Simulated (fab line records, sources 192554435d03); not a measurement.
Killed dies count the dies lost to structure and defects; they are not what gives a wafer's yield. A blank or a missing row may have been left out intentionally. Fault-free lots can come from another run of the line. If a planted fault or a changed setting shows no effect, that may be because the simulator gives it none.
fab line records	flow n5_finfet
record lots=7	wafers=39
route steps=1938 shown FIN_SAQP@102 SDB@373 HKMG_FIN@403 BEOL_M3@950
start_h: the number of hours between the record's first day and the start of the first shown wafer of the lot	wait_h: hours elapsed since this lot's preceding step	" repeats the value in the row above	L1.1+2: one row covering several wafers at once	- either no value or no given start	* or withheld: withheld	< > ~ a bound
route shown NAME@n: a module of which the file shows steps, and the number in the route of the first	usual: the fault-free wafers' mean and standard deviation	same: alike in all rows	chamber/n: place in a boat	sites: per-site readings	_std_site: their standard deviation	_edge_site: mean of outer sites minus mean of inner sites	radius_mm: how far each site lies from the wafer's centre	mask NAME#n: copy n	behind: the most recent tool/chamber to have shaped the wafer	hold: cause of the lot's hold/its duration in hours/its outcome	device: which transistor (n, p or np) failed to switch	end of line: tests of these same wafers at the route's end	step lacking rows: just its recipe	killed: count of dies lost to structure and defects at first sort (not the wafer's yield)	map: a wafer's dies, marking killed ones x, the rest . and places with no die _
set.NAME: the setting the step ran with; set.NAME@STEP: the setting that earlier step ran with	model.NAME: the simulator's own value behind a step, which no gauge read
lots with deliberately changed settings; one table per step, one row per wafer
## steps
# step N5_FIN_SAQP_HM_DEP_72
# recipe material=SiO2	target_thk_a=120	temp_c=400	precursor=SiH4/N2O	pressure_torr=0.75	rf_w=275	time_s=7.2
lot.wafer	tool	chamber	start_h	wait_h	set.target_thk_a	model.SiO2_of_FIN_SAQP_HM_DEP_72.thk_nm
L074.2	pecvd-02	1	22.96	0.0	120	11.53
L074.4	"	0	"	"	120	12.01
L074.5	"	1	"	"	120	11.96
L075.1	pecvd-02	0	28.31	0.0	120	11.79
L075.2	"	1	"	"	120	11.76
L075.3	"	2	"	"	120	11.65
L075.4	"	2	"	"	120	11.86
L075.5	"	0	"	"	120	12
L075.6	"	1	"	"	120	11.88
L077.1+5	pecvd-02	0,1	39.92	0.0	120	12.07
L077.2	"	1	"	"	67.55	6.569
L077.3	"	2	"	"	120	11.92
L077.4	"	0	"	"	67.55	6.811
L077.6	"	2	"	"	67.55	6.677
L080.1	pecvd-03	0	57.92	0.0	120	12.06
L080.2	"	2	"	"	120	11.65
L080.3	"	0	"	"	120	12.37
L080.4	"	2	"	"	120	11.96
L080.5	"	0	"	"	120	12.13
L080.6	"	2	"	"	120	11.86
L084.1	pecvd-01	2	81.65	0.0	120	12.1
L084.2	"	1	"	"	120	11.44
L084.3	"	0	"	"	87.19	8.494
L084.4	"	0	"	"	87.19	8.629
L084.5	"	1	"	"	120	11.64
L084.6	"	2	"	"	87.19	8.832
L089.1	pecvd-03	2	111.06	0.0	120	12.07
L089.2	"	1	"	"	120	12.06
L089.3	"	0	"	"	120	11.96
L089.4	"	0	"	"	120	12.19
L089.5	"	2	"	"	120	12.25
L089.6	"	1	"	"	120	12.39
L091.1	pecvd-02	1	125.34	0.0	120	11.76
L091.2	"	0	"	"	120	11.65
L091.3	"	2	"	"	120	11.84
L091.4	"	0	"	"	120	11.72
L091.5	"	2	"	"	120	11.85
L091.6	"	1	"	"	120	11.86
# step N5_FIN_SAQP_COAT_49
# recipe resist=SOC	temp_c=250	time_s=60	spin_rpm=1500	resist_thk_nm=100
# step N5_FIN_SAQP_COAT_50
# recipe resist=SiARC	temp_c=220	time_s=60	spin_rpm=1500	resist_thk_nm=35
# step N5_FIN_SAQP_ETCH_52
# recipe chemistry=N2/H2	target=SOC	target_depth_a=1000	overetch_a=200	mask_material=SiARC	temp_c=40	time_s=150	ion_energy_ev=200	pressure_mtorr=30	source_w=840	bias_w=150	n2_flow_sccm=200	h2_flow_sccm=200	ends=end_point
# step N5_FIN_SAQP_STRIP_53
# recipe chemistry=N2/H2	temp_c=40	n2_flow_sccm=200	h2_flow_sccm=200	rf_frequency_hz=6e+07
# step N5_FIN_SAQP_HM_OPEN_73
# recipe chemistry=CHF3/O2	target=SiO2	stop_on=a-Si	target_depth_a=120	over_etch_frac=1.8	mask_material=SOC	time_s=16.8	pressure_mtorr=30	source_w=650	bias_w=170	Ar_flow_sccm=200	CHF3_flow_sccm=50	O2_flow_sccm=5	ion_energy_ev=200	ends=end_point
lot.wafer	tool	chamber	start_h	wait_h	set.target_thk_a@FIN_SAQP_HM_DEP_72	model.etch.depth_nm
L074.2	rie_diel-06	0	24.18	0.0	120	11.53
L074.4	"	1	"	"	120	12.01
L074.5	"	1	"	"	120	11.96
L075.1	rie_diel-06	1	29.05	0.0	120	11.79
L075.2	"	0	"	"	120	11.76
L075.3	"	3	"	"	120	11.65
L075.4	"	2	"	"	120	11.86
L075.5	"	0	"	"	120	12
L075.6	"	3	"	"	120	11.88
L077.1+5	rie_diel-05	2,3	40.66	0.0	120	12.07
L077.2	"	1	"	"	67.55	6.569
L077.3	"	0	"	"	120	11.92
L077.4	"	3	"	"	67.55	6.811
L077.6	"	2	"	"	67.55	6.677
L080.1	rie_diel-06	2	58.79	0.0	120	12.06
L080.2	"	3	"	"	120	11.65
L080.3	"	0	"	"	120	12.37
L080.4	"	1	"	"	120	11.96
L080.5	"	0	"	"	120	12.13
L080.6	"	3	"	"	120	11.86
L084.1	rie_diel-05	1	82.57	0.0	120	12.1
L084.2	"	3	"	"	120	11.44
L084.3	"	2	"	"	87.19	8.494
L084.4	"	0	"	"	87.19	8.629
L084.5	"	1	"	"	120	11.64
L084.6	"	2	"	"	87.19	8.832
L089.1	rie_diel-02	3	111.81	0.0	120	12.07
L089.2	"	0	"	"	120	12.06
L089.3	"	2	"	"	120	11.96
L089.4	"	2	"	"	120	12.19
L089.5	"	0	"	"	120	12.25
L089.6	"	3	"	"	120	12.39
L091.1	rie_diel-02	0	126.47	0.0	120	11.76
L091.2	"	3	"	"	120	11.65
L091.3	"	1	"	"	120	11.84
L091.4	"	2	"	"	120	11.72
L091.5	"	1	"	"	120	11.85
L091.6	"	2	"	"	120	11.86
# step N5_SDB_ALD_29
# recipe material=SiNx	target_thk_a=300	temp_c=400	ald_precursor_family=SiH2I2	ald_co_reactant=N2/H2-plasma	pulse_time_s=1	ald_cycles=600	purge_time_s=2	co_reactant_purge_time_s=2	pressure_torr=2
lot.wafer	tool	chamber	start_h	wait_h	set.ald_cycles	model.SiNx_of_SDB_ALD_29.thk_nm
L074.2	ald_sin-04	2	68.41	0.0	600	30.2
L074.4	"	0	"	"	600	30
L074.5	"	3	69.76	1.4	600	29.8
L075.1+5	ald_sin-02	0,2	75.61	0.0	463	23
L075.2+4	"	2,3	"	"	600	30
L075.3	"	1	"	"	600	30.2
L075.6	"	1	76.97	1.4	463	23.4
L077.1+6	ald_sin-03	2	86.10	0.7	600	30.2
L077.2	"	0	"	"	600	30
L077.3+5	"	3	"	"	285	14.2
L077.4	"	1	"	"	285	14.4
L080.1	ald_sin-02	0	105.25	0.1	353	17.6
L080.2	"	3	"	"	600	30.2
L080.3+6	"	1,3	"	"	600	30
L080.4+5	"	2,0	"	"	353	17.8
L084.1+5	ald_sin-02	3	128.93	0.0	600	30.2
L084.2	"	1	"	"	600	29.8
L084.3+6	"	2	"	"	600	30.4
L084.4	"	0	"	"	600	30
L089.1	ald_sin-03	0	155.47	0.0	806	40.6
L089.2+4	"	2,1	"	"	600	30.6
L089.3	"	3	"	"	600	30.2
L089.5	"	2	156.82	1.4	806	40.8
L089.6	"	3	"	"	806	40.4
L091.1	ald_sin-04	3	176.46	0.0	460	22.8
L091.2+6	"	1,0	"	"	460	23
L091.3	"	0	"	"	600	30
L091.4	"	2	"	"	600	30.4
L091.5	"	3	177.81	1.4	600	29.8
# step N5_SDB_CMP_30
# recipe stop_on=poly-Si	t_overpolish_s=1.54	post_cmp_clean=alkaline_brush	down_force_psi=4.1491	platen_rpm=51.796	pad_velocity_m_s=1.0306	target_thk_nm=30
lot.wafer	tool	chamber	start_h	wait_h	set.ald_cycles@SDB_ALD_29	model.SiNx_of_SDB_ALD_29.thk_nm
L074.2	cmp-02	2	71.18	1.4	600	30.2
L074.4	"	0	"	"	600	30
L074.5	"	1	"	"	600	29.8
L075.2+4	cmp-01	3,1	78.44	1.5	600	30
L075.3	"	0	"	"	600	30.2
L075.1+5	"	2,0	"	"	463	23
L075.6	"	3	"	"	463	23.4
L077.3+5	cmp-03	2,3	88.83	1.4	285	14.2
L077.2	"	3	"	"	600	30
L077.4	"	0	"	"	285	14.4
L077.1+6	"	1,2	"	"	600	30.2
L080.2	cmp-03	1	107.98	1.4	600	30.2
L080.1	"	2	"	"	353	17.6
L080.4+5	"	3,2	"	"	353	17.8
L080.3+6	"	0,1	"	"	600	30
L084.3+6	cmp-03	3	131.67	1.4	600	30.4
L084.4	"	0	"	"	600	30
L084.2	"	1	"	"	600	29.8
L084.1+5	"	2,0	"	"	600	30.2
L089.2+4	cmp-03	1,0	158.20	1.4	600	30.6
L089.1+6	"	2	"	"	806	32.4
L089.3	"	3	"	"	600	30.2
L089.5	"	1	"	"	806	31
L091.3	cmp-02	1	179.21	1.4	600	30
L091.2+6	"	2,1	"	"	460	23
L091.1	"	3	"	"	460	22.8
L091.4	"	0	"	"	600	30.4
L091.5	"	2	"	"	600	29.8
# step N5_HKMG_FIN_ETCH_55
# recipe chemistry=N2/H2	target=SOC	target_depth_a=2400	temp_c=40	time_s=300	ion_energy_ev=200	mask_material=SiARC	pressure_mtorr=30	source_w=840	bias_w=150	n2_flow_sccm=200	h2_flow_sccm=200
lot.wafer	tool	chamber	start_h	wait_h	set.time_s	model.etch.depth_nm	model.HKMG_FIN.feature_depth_nm	model.SiARC_of_HKMG_FIN_COAT_42.thk_nm
L074.2	rie_diel-06	3	73.22	0.0	300	240	240	21.2
L074.4	"	0	"	"	300	242.6	242.6	20.6
L074.5	"	1	"	"	300	234.8	234.8	22
L075.1	rie_diel-06	0	80.66	0.0	300	243.4	243.4	20.6
L075.2	"	2	"	"	300	234.8	234.8	21.2
L075.3	"	3	"	"	433.3	345.5	345.4	15
L075.4	"	1	"	"	433.3	334	334	16.4
L075.5	"	1	"	"	300	231.7	231.6	22.2
L075.6	"	2	"	"	433.3	335.3	335.4	15.2
L077.1	rie_diel-05	0	91.15	0.0	440	343.9	343.8	15.4
L077.2	"	1	"	"	300	232.3	232.4	22
L077.3	"	3	"	"	440	343.5	343.6	15.4
L077.4	"	0	"	"	300	231.7	231.6	21.8
L077.5	"	1	"	"	300	233.2	233.2	22.2
L077.6	"	3	"	"	440	341.4	341.4	15.4
L080.1	rie_diel-06	2	110.11	0.0	427.3	353.7	353.6	14.4
L080.2	"	1	"	"	300	234.6	234.6	22.2
L080.3	"	3	"	"	300	236.2	236.2	21.6
L080.4	"	1	"	"	300	233.9	233.8	22.2
L080.5	"	3	"	"	427.3	334.8	334.8	16
L080.6	"	2	"	"	427.3	352.9	352.8	14.4
L084.1	rie_diel-02	1	133.67	0.0	408.4	328.2	328.2	15.8
L084.2	"	3	"	"	408.4	321.4	321.4	16.6
L084.3	"	2	"	"	408.4	321	321	16.6
L084.4	"	0	"	"	300	250.6	250.6	20.6
L084.5	"	0	"	"	300	250.4	250.4	20.6
L084.6	"	3	"	"	300	235.4	235.4	21.6
L089.1	rie_diel-02	0	160.36	0.0	300	248.4	248.4	20.8
L089.2	"	3	"	"	209.1	163.6	163.6	25.6
L089.3	"	2	"	"	300	235	235	21.6
L089.4	"	0	"	"	209.1	174.9	174.8	25
L089.5	"	3	"	"	209.1	162.5	162.6	25.8
L089.6	"	2	"	"	300	236.6	236.6	21.4
L091.1	rie_diel-02	3	181.65	0.0	300	236.1	236	21.6
L091.2	"	1	"	"	300	237.8	237.8	21.2
L091.3	"	0	"	"	300	247.3	247.2	20.8
L091.4	"	2	"	"	300	233.2	233.2	21.8
L091.5	"	3	"	"	300	236.4	236.4	21.6
L091.6	"	0	"	"	300	245.9	246	21
# step N5_BEOL_M3_ETCH_64
# recipe chemistry=N2/H2	target=SOC	target_depth_a=750	overetch_a=150	mask_material=SiARC	temp_c=40	time_s=112.5	ion_energy_ev=200	pressure_mtorr=30	source_w=840	bias_w=150	n2_flow_sccm=200	h2_flow_sccm=200
lot.wafer	tool	chamber	start_h	wait_h	set.time_s	model.SiARC_of_BEOL_M3_COAT_62.thk_nm	model.BEOL_M3.cd_offset_nm
L074.2	rie_diel-03	1	153.00	0.0	112.5	6.8	-0.2
L074.4+5	"	3,1	"	"	112.5	6.8	0
L075.1+3	rie_diel-03	0,2	158.74	0.0	112.5	6.6	0.2
L075.2+5	"	3	"	"	112.5	6.8	0.2
L075.4	"	1	"	"	112.5	6.8	-0.2
L075.6	"	0	"	"	112.5	6.6	0
L077.1	rie_diel-01	0	172.82	0.0	112.5	7	0.2
L077.2	"	1	"	"	112.5	6.6	-0.4
L077.3	"	2	"	"	112.5	6.6	0.4
L077.4	"	3	"	"	112.5	7.2	0
L077.5	"	3	"	"	112.5	7.2	0.2
L077.6	"	2	"	"	112.5	6.6	0.2
L080.1+5	rie_diel-04	3	187.09	0.0	153.9	4.8	1
L080.2	"	2	"	"	112.5	7	0.2
L080.3	"	1	"	"	153.9	4.4	1
L080.4	"	0	"	"	112.5	7.2	0.2
L080.6	"	2	"	"	112.5	7	0
L084.1	rie_diel-04	2	211.40	0.0	176.5	4	1.6
L084.2+6	"	1	"	"	112.5	6.4	0.2
L084.3	"	3	"	"	176.5	3.8	1.8
L084.4	"	0	"	"	112.5	7	0.2
L084.5	"	2	"	"	176.5	4	1.4
L089.1	rie_diel-03	1	244.03	0.0	165.1	4.4	1
L089.2	"	3	"	"	112.5	6.8	0
L089.3	"	2	"	"	112.5	6.4	0.6
L089.4	"	0	"	"	165.1	4	1.2
L089.5	"	0	"	"	112.5	6.6	0.4
L089.6	"	3	"	"	165.1	4.2	1
L091.1	rie_diel-04	2	259.15	0.0	112.5	6.8	-0.2
L091.2+5	"	3	"	"	112.5	6.8	0.2
L091.3+6	"	0	"	"	112.5	7.2	0.4
L091.4	"	1	"	"	112.5	6.4	0
# step N5_BEOL_M3_STRIP_65
# recipe chemistry=N2/H2	temp_c=40	n2_flow_sccm=200	h2_flow_sccm=200	rf_frequency_hz=6e+07
# step N5_BEOL_M3_STRIP_75
# recipe chemistry=N2/H2	temp_c=40	n2_flow_sccm=200	h2_flow_sccm=200	rf_frequency_hz=6e+07
# step N5_BEOL_M3_STRIP_66
# recipe chemistry=CF4	resist=SiARC	power_w=300	bias_power_w=75	pressure_mtorr=50	cf4_flow_sccm=150	rf_frequency_hz=6e+07
# step N5_BEOL_M3_HM_OPEN_17
# recipe chemistry=Cl2/BCl3	target_depth_a=200	overetch_a=60	target=TiN	mask_material=SOC	ion_energy_ev=150	pressure_mtorr=10	icp_w=1000	bias_w=126	Cl2_flow_sccm=53.25	bcl3_flow_sccm=21.75	Ar_flow_sccm=25
lot.wafer	tool	chamber	start_h	wait_h	set.time_s@BEOL_M3_ETCH_64	model.etch.depth_nm
L074.2	rie_metal-03	0	153.17	0.0	112.5	20.11
L074.4	"	0	"	"	112.5	19.9
L074.5	"	1	"	"	112.5	20.19
L075.1	rie_metal-01	1	158.91	0.0	112.5	19.65
L075.2+5	"	0	"	"	112.5	19.57
L075.3	"	0	"	"	112.5	19.59
L075.4	"	1	"	"	112.5	19.9
L075.6	"	1	"	"	112.5	19.81
L077.1	rie_metal-01	1	172.99	0.0	112.5	19.94
L077.2	"	0	"	"	112.5	20.08
L077.3	"	1	"	"	112.5	20.58
L077.4	"	0	"	"	112.5	20.24
L077.5	"	1	"	"	112.5	20.09
L077.6	"	0	"	"	112.5	20.46
L080.1	rie_metal-02	1	187.26	0.0	153.9	16.64
L080.2	"	0	"	"	112.5	19.82
L080.3	"	1	"	"	153.9	15.83
L080.4	"	0	"	"	112.5	20.09
L080.5	"	0	"	"	153.9	15.93
L080.6	"	1	"	"	112.5	19.99
L084.1	rie_metal-03	1	211.56	0.0	176.5	13.66
L084.2	"	0	"	"	112.5	19.56
L084.3	"	0	"	"	176.5	14.13
L084.4	"	1	"	"	112.5	19.89
L084.5	"	1	"	"	176.5	14.06
L084.6	"	0	"	"	112.5	19.72
L089.1	rie_metal-03	1	244.20	0.0	165.1	14.99
L089.2	"	0	"	"	112.5	19.96
L089.3	"	1	"	"	112.5	20.31
L089.4	"	0	"	"	165.1	15.17
L089.5	"	1	"	"	112.5	19.95
L089.6	"	0	"	"	165.1	14.78
L091.1	rie_metal-03	0	259.32	0.0	112.5	20.03
L091.2	"	1	"	"	112.5	20.23
L091.3	"	1	"	"	112.5	20.09
L091.4	"	0	"	"	112.5	20.06
L091.5	"	0	"	"	112.5	20.04
L091.6	"	1	"	"	112.5	19.98
# step N5_BEOL_M3_DEP_57
# recipe material=SiCN	target_thk_a=80	temp_c=withheld	precursor=3MS/NH3	pressure_torr=3	rf_w=202	time_s=14
lot.wafer	tool	chamber	start_h	wait_h	set.target_thk_a	model.SiCN_of_BEOL_M3_DEP_57.thk_nm
L074.2+4	pecvd-01	2	168.99	0.0	80	8
L074.5	"	1	"	"	80	7.8
L075.1	pecvd-01	1	172.54	0.0	80	7.8
L075.2	"	2	"	"	33.78	3.4
L075.3	"	0	"	"	33.78	3.2
L075.4	"	2	"	"	80	8.2
L075.5	"	0	"	"	33.78	3.6
L075.6	"	1	"	"	80	8
L077.1	pecvd-04	0	187.13	0.0	119.7	12
L077.2+3	"	2,1	"	"	80	8
L077.4	"	1	"	"	119.7	12.2
L077.5	"	2	"	"	119.7	12.4
L077.6	"	0	"	"	80	8.2
L080.1+3+4	pecvd-04	0,1,2	197.94	0.0	80	8
L080.2+5+6	"	2,1,0	"	"	115.2	11.6
L084.1	pecvd-02	2	220.62	0.0	92.25	9
L084.2+3	"	0,1	"	"	80	8
L084.4	"	2	"	"	92.25	9.4
L084.5	"	0	"	"	80	8.2
L084.6	"	1	"	"	92.25	9.2
L089.1+4+5	pecvd-02	2,2,1	259.66	0.0	56.07	5.6
L089.2+6	"	0	"	"	80	8
L089.3	"	1	"	"	80	7.8
L091.1	pecvd-01	0	270.84	0.0	80	7.8
L091.2+4	"	2,1	"	"	80	8
L091.3+5	"	1,0	"	"	53.81	5.2
L091.6	"	2	"	"	53.81	5.4
## key
split step=N5_FIN_SAQP_HM_DEP_72	setting=target_thk_a	stated=120	by=wafer
response step=N5_FIN_SAQP_HM_DEP_72	reading=model.SiO2_of_FIN_SAQP_HM_DEP_72.thk_nm	change=+0.119	per=1%	r=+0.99
response step=N5_FIN_SAQP_HM_OPEN_73	reading=model.etch.depth_nm	change=+0.119	per=1%	r=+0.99
split step=N5_SDB_ALD_29	setting=ald_cycles	stated=600	by=wafer
response step=N5_SDB_ALD_29	reading=model.SiNx_of_SDB_ALD_29.thk_nm	change=+0.301	per=1%	r=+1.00
response step=N5_SDB_CMP_30	reading=model.SiNx_of_SDB_ALD_29.thk_nm	shape=bent	at_lowest=14.27	at_stated=30.14	at_highest=31.93
split step=N5_HKMG_FIN_ETCH_55	setting=time_s	stated=300	by=wafer
response step=N5_HKMG_FIN_ETCH_55	reading=model.etch.depth_nm	change=+2.38	per=1%	r=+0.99
response step=N5_HKMG_FIN_ETCH_55	reading=model.HKMG_FIN.feature_depth_nm	change=+2.38	per=1%	r=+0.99
response step=N5_HKMG_FIN_ETCH_55	reading=model.SiARC_of_HKMG_FIN_COAT_42.thk_nm	change=-0.142	per=1%	r=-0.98
split step=N5_BEOL_M3_ETCH_64	setting=time_s	stated=112.5	by=wafer
response step=N5_BEOL_M3_ETCH_64	reading=model.SiARC_of_BEOL_M3_COAT_62.thk_nm	change=-0.052	per=1%	r=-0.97
response step=N5_BEOL_M3_ETCH_64	reading=model.BEOL_M3.cd_offset_nm	change=+0.0215	per=1%	r=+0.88
response step=N5_BEOL_M3_HM_OPEN_17	reading=model.etch.depth_nm	change=-0.104	per=1%	r=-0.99
split step=N5_BEOL_M3_DEP_57	setting=target_thk_a	stated=80	by=wafer
response step=N5_BEOL_M3_DEP_57	reading=model.SiCN_of_BEOL_M3_DEP_57.thk_nm	change=+0.0809	per=1%	r=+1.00
